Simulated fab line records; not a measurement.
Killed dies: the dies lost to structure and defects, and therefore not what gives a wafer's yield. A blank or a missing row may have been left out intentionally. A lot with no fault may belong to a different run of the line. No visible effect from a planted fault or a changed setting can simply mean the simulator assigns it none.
Chamber matching | flow n5 finfet | N5_MOL_CONTACT_COAG_STRIP_98 on rie diel-04 has 4 sister chambers
The step strips in N2/H2. 8 wafers are shown with their chamber, then 12 later ones without.

WAFERS PAIRED WITH THEIR CHAMBERS
wafer  | chamber | throttle valve pct (%) | showerhead plenum p Torr (Torr)
L083.4 | 1       | 20.0                   | 3.48
L083.5 | 0       | 19.1                   | 3.43
L083.6 | 3       | 18.8                   | 3.31
L089.2 | 0       | 19.1                   | 3.42
L089.6 | 2       | 18.5                   | 3.50
L090.1 | 1       | 20.0                   | 3.47
L090.3 | 2       | 18.5                   | 3.50
L090.5 | 3       | 18.9                   | 3.30

WAFERS WITH NO CHAMBER GIVEN
wafer  | throttle valve pct (%) | showerhead plenum p Torr (Torr)
L091.1 | 18.5                   | 3.50
L091.2 | 18.9                   | 3.30
L091.4 | 19.1                   | 3.42
L092.1 | 18.5                   | 3.50
L092.3 | 18.9                   | 3.30
L092.4 | 20.0                   | 3.47
L093.1 | 20.0                   | 3.47
L093.5 | 19.9                   | 3.47
L093.6 | 18.5                   | 3.50
L094.2 | 18.5                   | 3.50
L094.3 | 18.9                   | 3.30
L094.5 | 18.5                   | 3.50

CHAMBER TAKEN BY EACH
wafer  | from the rows above | in truth
L091.1 | 2                   | 2
L091.2 | 3                   | 3
L091.4 | 0                   | 0
L092.1 | 2                   | 2
L092.3 | 3                   | 3
L092.4 | 1                   | 1
L093.1 | 1                   | 1
L093.5 | 1                   | 1
L093.6 | 2                   | 2
L094.2 | 2                   | 2
L094.3 | 3                   | 3
L094.5 | 2                   | 2
Correct placement for 12 of the 12. Number that these rows cannot place: 0. 0 placed wrongly.
How it was worked out, from the rows above alone: a wafer's distance from a chamber is the root of the sum, over the readings, of the square of ((its reading less the chamber's mean) divided by the reading's scatter). The wafer belongs to the nearest chamber; if the next one is less than 2 further off, it can't be placed. A chamber's mean is the mean of its shown wafers. The scatter: take each reading less its chamber's mean, square it, sum over the shown wafers, divide by the number of wafers less the number of chambers, and take the root.
